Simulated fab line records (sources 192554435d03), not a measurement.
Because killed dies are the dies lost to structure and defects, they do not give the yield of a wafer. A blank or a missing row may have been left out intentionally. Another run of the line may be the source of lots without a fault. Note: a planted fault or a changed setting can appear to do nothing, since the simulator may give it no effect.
Matching of chambers ; flow n5_finfet ; 3 sister chambers for N5_BEOL_M3_PRE_CLEAN_60 on cvd_co-02
The step time 15 s. 3 wafers are shown with their chamber, then 10 later ones without.

WAFERS WITH THEIR CHAMBER
wafer;chamber;heater_power_w (W)
L087.1;1;73
L088.1;2;91
L088.3;0;80

WAFERS WITHOUT THEIR CHAMBER
wafer;heater_power_w (W)
L088.4;72
L090.1;92
L090.2;79
L090.5;95
L093.1;72
L093.3;78
L093.6;72
L095.1;73
L095.3;79
L095.4;80

WHICH CHAMBER EACH WENT THROUGH
wafer;from the rows above;in truth
L088.4;1;1
L090.1;2;2
L090.2;0;0
L090.5;2;2
L093.1;1;1
L093.3;can't be placed: 0 or 1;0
L093.6;1;1
L095.1;1;1
L095.3;0;0
L095.4;0;0
9 of 10 placed correctly. From these rows, 1 cannot be placed; in 1 the true chamber is one of the candidates. Number placed wrongly: 0.
How it was worked out, from the rows above alone: a wafer's distance from a chamber is the root of the sum, over the readings, of the square of ((its reading less the chamber's mean) divided by the reading's scatter). The wafer belongs to the nearest chamber; if the next one is less than 2 further off, it can't be placed. Each chamber's mean is taken over the wafers shown for it. The scatter (one wafer shown for each chamber): square how far every hidden wafer sits from the nearest shown wafer, average those squares and take the square root.
